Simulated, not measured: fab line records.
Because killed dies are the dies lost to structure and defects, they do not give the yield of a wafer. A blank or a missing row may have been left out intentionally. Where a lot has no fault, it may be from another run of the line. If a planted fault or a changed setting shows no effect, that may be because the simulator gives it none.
Matching of chambers || flow n5Finfet || N5_STI_FIN_REVEAL_ETCH_34 on rieSi-05 has 4 sister chambers
The step etches Si in H2, material Si, target depth 0.97 nm. 18 wafers are shown with their chamber, then 9 later ones without.

WAFERS, EACH WITH ITS CHAMBER
{"wafer": "L075.2", "chamber": 3, "drypumpMotorCurrentA (A)": 6.4, "oesProductAu (a.u.)": 1.005, "rfFwdPowerW (W)": 297.6}
{"wafer": "L075.3", "chamber": 2, "drypumpMotorCurrentA (A)": 5.4, "oesProductAu (a.u.)": 1.016, "rfFwdPowerW (W)": 297.8}
{"wafer": "L075.6", "chamber": 3, "drypumpMotorCurrentA (A)": 6.4, "oesProductAu (a.u.)": 0.986, "rfFwdPowerW (W)": 298.3}
{"wafer": "L077.2", "chamber": 2, "drypumpMotorCurrentA (A)": 5.5, "oesProductAu (a.u.)": 1.009, "rfFwdPowerW (W)": 299.3}
{"wafer": "L077.3", "chamber": 1, "drypumpMotorCurrentA (A)": 5.6, "oesProductAu (a.u.)": 1.006, "rfFwdPowerW (W)": 295.0}
{"wafer": "L077.5", "chamber": 3, "drypumpMotorCurrentA (A)": 6.4, "oesProductAu (a.u.)": 0.997, "rfFwdPowerW (W)": 298.1}
{"wafer": "L079.1", "chamber": 1, "drypumpMotorCurrentA (A)": 5.6, "oesProductAu (a.u.)": 1.007, "rfFwdPowerW (W)": 293.3}
{"wafer": "L079.2", "chamber": 2, "drypumpMotorCurrentA (A)": 5.4, "oesProductAu (a.u.)": 1.003, "rfFwdPowerW (W)": 297.6}
{"wafer": "L079.5", "chamber": 0, "drypumpMotorCurrentA (A)": 5.5, "oesProductAu (a.u.)": 1.022, "rfFwdPowerW (W)": 295.9}
{"wafer": "L085.2", "chamber": 0, "drypumpMotorCurrentA (A)": 5.5, "oesProductAu (a.u.)": 1.007, "rfFwdPowerW (W)": 295.2}
{"wafer": "L085.3", "chamber": 2, "drypumpMotorCurrentA (A)": 5.4, "oesProductAu (a.u.)": 1.001, "rfFwdPowerW (W)": 298.6}
{"wafer": "L085.4", "chamber": 3, "drypumpMotorCurrentA (A)": 6.4, "oesProductAu (a.u.)": 0.993, "rfFwdPowerW (W)": 295.7}
{"wafer": "L086.1", "chamber": 3, "drypumpMotorCurrentA (A)": 6.4, "oesProductAu (a.u.)": 0.993, "rfFwdPowerW (W)": 296.6}
{"wafer": "L086.5", "chamber": 1, "drypumpMotorCurrentA (A)": 5.6, "oesProductAu (a.u.)": 1.003, "rfFwdPowerW (W)": 296.4}
{"wafer": "L086.6", "chamber": 2, "drypumpMotorCurrentA (A)": 5.4, "oesProductAu (a.u.)": 1.009, "rfFwdPowerW (W)": 295.9}
{"wafer": "L088.1", "chamber": 0, "drypumpMotorCurrentA (A)": 5.5, "oesProductAu (a.u.)": 1.017, "rfFwdPowerW (W)": 295.1}
{"wafer": "L088.3", "chamber": 1, "drypumpMotorCurrentA (A)": 5.6, "oesProductAu (a.u.)": 1.012, "rfFwdPowerW (W)": 293.4}
{"wafer": "L088.5", "chamber": 3, "drypumpMotorCurrentA (A)": 6.4, "oesProductAu (a.u.)": 0.987, "rfFwdPowerW (W)": 296.2}

SIGNATURES (means of the wafers above)
{"reading": "drypumpMotorCurrentA", "chamber 0": 5.500, "chamber 1": 5.600, "chamber 2": 5.420, "chamber 3": 6.400, "scatter within a chamber": 0.0239}
{"reading": "oesProductAu", "chamber 0": 1.01533, "chamber 1": 1.00700, "chamber 2": 1.00760, "chamber 3": 0.99350, "scatter within a chamber": 0.00622}
{"reading": "rfFwdPowerW", "chamber 0": 295.400, "chamber 1": 294.525, "chamber 2": 297.840, "chamber 3": 297.083, "scatter within a chamber": 1.17}
Rule: for a wafer and a chamber, the distance is found by dividing, reading by reading, the gap between the wafer's reading and the chamber's mean by the reading's scatter, squaring, summing and taking the root. The wafer belongs to the nearest chamber; if the next one is less than 2 further off, it can't be placed. How the scatter is found: for the shown wafers, subtract from each reading the mean of its chamber, square and add these, divide the total by (wafers less chambers), then take the root.

WAFERS MISSING THEIR CHAMBER
{"wafer": "L091.2", "drypumpMotorCurrentA (A)": 6.4, "oesProductAu (a.u.)": 0.997, "rfFwdPowerW (W)": 296.8}
{"wafer": "L091.3", "drypumpMotorCurrentA (A)": 5.4, "oesProductAu (a.u.)": 0.997, "rfFwdPowerW (W)": 297.3}
{"wafer": "L091.5", "drypumpMotorCurrentA (A)": 5.6, "oesProductAu (a.u.)": 1.005, "rfFwdPowerW (W)": 296.2}
{"wafer": "L094.2", "drypumpMotorCurrentA (A)": 5.5, "oesProductAu (a.u.)": 1.009, "rfFwdPowerW (W)": 298.1}
{"wafer": "L094.3", "drypumpMotorCurrentA (A)": 5.5, "oesProductAu (a.u.)": 1.018, "rfFwdPowerW (W)": 295.8}
{"wafer": "L094.4", "drypumpMotorCurrentA (A)": 6.4, "oesProductAu (a.u.)": 0.990, "rfFwdPowerW (W)": 297.6}
{"wafer": "L096.1", "drypumpMotorCurrentA (A)": 6.4, "oesProductAu (a.u.)": 0.997, "rfFwdPowerW (W)": 296.7}
{"wafer": "L096.3", "drypumpMotorCurrentA (A)": 5.6, "oesProductAu (a.u.)": 1.017, "rfFwdPowerW (W)": 295.5}
{"wafer": "L096.5", "drypumpMotorCurrentA (A)": 5.5, "oesProductAu (a.u.)": 1.001, "rfFwdPowerW (W)": 297.4}

THE CHAMBER EACH PASSED THROUGH
{"wafer": "L091.2", "from the rows above": 3, "in truth": 3}
{"wafer": "L091.3", "from the rows above": 2, "in truth": 2}
{"wafer": "L091.5", "from the rows above": 1, "in truth": 1}
{"wafer": "L094.2", "from the rows above": "can't be placed: 0 or 2", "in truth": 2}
{"wafer": "L094.3", "from the rows above": 0, "in truth": 0}
{"wafer": "L094.4", "from the rows above": 3, "in truth": 3}
{"wafer": "L096.1", "from the rows above": 3, "in truth": 3}
{"wafer": "L096.3", "from the rows above": 1, "in truth": 1}
{"wafer": "L096.5", "from the rows above": "can't be placed: 0 or 2", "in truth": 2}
Placed correctly: 7 of 9. Cannot be placed on the basis of these rows: 2; the candidates contain the true chamber in 2. 0 placed wrongly.
